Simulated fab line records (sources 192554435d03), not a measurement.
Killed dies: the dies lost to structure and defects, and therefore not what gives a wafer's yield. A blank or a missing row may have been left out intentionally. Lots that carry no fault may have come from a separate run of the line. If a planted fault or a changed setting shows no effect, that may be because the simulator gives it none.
Chamber matching | flow n5-finfet | N5_BEOL_M3_VIA_ETCH_34 on rie-diel-02: 4 sister chambers
The step etches the open film in C4F6/O2, target depth 69.4 nm, time 65.9 s. 14 wafers are shown with their chamber, then 7 later ones without.

WAFERS, EACH WITH ITS CHAMBER
wafer  | chamber | showerhead-plenum-p-Torr (Torr) | drypump-motor-current-A (A) | throttle-valve-pct (%)
L586.3 | 0       | 3.03                            | 6.8                         | 30.54
L586.4 | 2       | 2.65                            | 6.6                         | 30.88
L586.6 | 2       | 2.65                            | 6.7                         | 30.90
L587.4 | 3       | 2.71                            | 6.2                         | 31.23
L587.5 | 2       | 2.65                            | 6.6                         | 30.91
L587.6 | 1       | 2.96                            | 5.5                         | 30.78
L592.1 | 2       | 2.65                            | 6.7                         | 30.91
L592.3 | 0       | 3.03                            | 6.7                         | 30.54
L592.4 | 3       | 2.71                            | 6.2                         | 31.24
L598.1 | 3       | 2.71                            | 6.2                         | 31.27
L598.3 | 2       | 2.64                            | 6.7                         | 30.91
L598.4 | 0       | 3.02                            | 6.8                         | 30.56
L597.2 | 0       | 3.02                            | 6.8                         | 30.58
L597.4 | 1       | 2.95                            | 5.5                         | 30.79

SIGNATURES (averages over the wafers above)
reading                  | chamber 0 | chamber 1 | chamber 2 | chamber 3 | scatter within a chamber
showerhead-plenum-p-Torr | 3.0250    | 2.9550    | 2.6480    | 2.7100    | 0.0048
drypump-motor-current-A  | 6.775     | 5.500     | 6.660     | 6.200     | 0.0442
throttle-valve-pct       | 30.5550   | 30.7850   | 30.9020   | 31.2467   | 0.0164
Rule: a wafer lies at a distance from a chamber equal to the root of the sum of squares, over the readings, of (its reading less the chamber's mean, divided by the reading's scatter). If the next closest chamber is less than 2 further off than the closest, the wafer can't be placed; otherwise it belongs to the closest. The scatter: take each reading less its chamber's mean, square it, sum over the shown wafers, divide by the number of wafers less the number of chambers, and take the root.

WAFERS MISSING THEIR CHAMBER
wafer  | showerhead-plenum-p-Torr (Torr) | drypump-motor-current-A (A) | throttle-valve-pct (%)
L597.6 | 3.02                            | 6.8                         | 30.57
L603.1 | 2.70                            | 6.2                         | 31.25
L603.2 | 2.64                            | 6.7                         | 30.92
L603.6 | 3.02                            | 6.8                         | 30.57
L604.2 | 2.70                            | 6.2                         | 31.27
L604.5 | 2.64                            | 6.6                         | 30.93
L604.6 | 2.70                            | 6.2                         | 31.25

EACH ONE'S CHAMBER
wafer  | from the rows above | in truth
L597.6 | 0                   | 0
L603.1 | 3                   | 3
L603.2 | 2                   | 2
L603.6 | 0                   | 0
L604.2 | 3                   | 3
L604.5 | 2                   | 2
L604.6 | 3                   | 3
Placed correctly: 7 of 7. Left unplaced by these rows: 0. Wrongly placed: 0.
